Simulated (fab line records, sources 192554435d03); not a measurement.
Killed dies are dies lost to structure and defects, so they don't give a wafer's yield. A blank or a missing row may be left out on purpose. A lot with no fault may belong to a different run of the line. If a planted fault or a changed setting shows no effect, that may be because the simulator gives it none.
Problem report, 8D (eight disciplines) form, completed by code -- flow n5_finfet -- the parts of the form that need people (team, actions taken, sign-off) are left out

1. THE PROBLEM
killed_at_contacts at N5_PASSIVATION_PROBE_49 reads a mean of 127 on 6 wafers of 2 lots; wafers without a fault read 13 with a standard deviation of 6.4. Relative to the usual mean, that is a shift of +18 standard deviations.
Earliest sighting: wafer L419.1 on prober-01 at day 13 18:22. The record has a number at this step for 6 wafers belonging to 2 lots. By rule, "out" or "out of limits" means more than 4 standard deviations away from the usual mean. The other wafers with a number count as sound.

2. WHAT THIS IS AND IS NOT
question,is,is not
which readings at this step,"killed_at_contacts, defect_limited_yield, killed_dies, sort_bin_5_function, sort_n_pass, sort_yield_pct","killed_at_M0_to_M3, killed_at_M4_up, killed_at_other, killed_open, killed_short, sort_bin_6_memory"
which lots,"L419, L420",-
which wafers of those lots,all that have a number,-
read on which tools,prober-01,-
when,from day 13 18:22,up to then (0 sound wafers)

3. SUSPECTS, AND WHAT RULES EACH OUT
Counting: a tool at a process step up to the reading stays a suspect if it ran every lot that is out and no sound lot after the first of them.
- wet_bench-03 at N5_MOL_CONTACT_COAG_PRECLEAN_125 (cleans in DIW, time 57.5 s): kept. It ran every lot that is out, first L419 (day 6 21:18), and no sound lot after that.
- rie_metal-03 at N5_MIM_BOT_ETCH_ETCH_00 (etches TiN in Cl2/BCl3, target depth 45.5 nm): kept. It ran every lot that is out, first L419 (day 13 08:22), and no sound lot after that.
- prober-01 at N5_PASSIVATION_PROBE_49: kept. It ran every lot that is out, first L419 (day 13 18:22), and no sound lot after that. On those wafers its own readings are out: defect_limited_yield, killed_at_contacts, killed_dies, sort_bin_5_function, sort_n_pass, sort_yield_pct.
The count leaves wet_bench-03 at N5_MOL_CONTACT_COAG_PRECLEAN_125, rie_metal-03 at N5_MIM_BOT_ETCH_ETCH_00, and prober-01 at N5_PASSIVATION_PROBE_49.

4. THE CAUSE (what the simulator had put in)
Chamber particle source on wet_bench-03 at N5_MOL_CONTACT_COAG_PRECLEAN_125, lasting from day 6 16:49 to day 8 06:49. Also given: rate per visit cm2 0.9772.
Of the 3 suspects that counting leaves, this tool is one.

5. THE EFFECT CHAIN, in route order
One row per reading whose mean, taken over the struck wafers that have a number, lies over 3 standard deviations from the usual. Only readings whose record carries a usual standard deviation are examined. hours: median over the lots of the time between each lot's start at the first step of this table that gives one and its start at this step. sigmas: the change, counted in usual standard deviations.
hours,step,reading,usual,on struck wafers,change,sigmas
0,N5_PASSIVATION_PROBE_49,defect_limited_yield,90.9 %,81.6,-9.3,-6.2
0,N5_PASSIVATION_PROBE_49,killed_at_contacts,13,127,+114,+18
0,N5_PASSIVATION_PROBE_49,killed_dies,107,217,+110,+6.1
0,N5_PASSIVATION_PROBE_49,sort_bin_5_function,5.3 %,11.9,+6.6,+6.0
0,N5_PASSIVATION_PROBE_49,sort_n_pass,1073,963,-110,-6.1
0,N5_PASSIVATION_PROBE_49,sort_yield_pct,90.9 %,81.6,-9.3,-6.2
The process steps in it:
- N5_PASSIVATION_PROBE_49

6. WHAT WOULD HAVE CAUGHT IT SOONER
In this record no reading fell out of limits until day 13 18:22, 170 hours after the fault had begun at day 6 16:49.
Each of the lots that are out, 2 in all, had begun N5_MOL_CONTACT_COAG_PRECLEAN_125 on wet_bench-03 no later than day 13 18:22. None of them would have been spared by holding the tool at that moment.
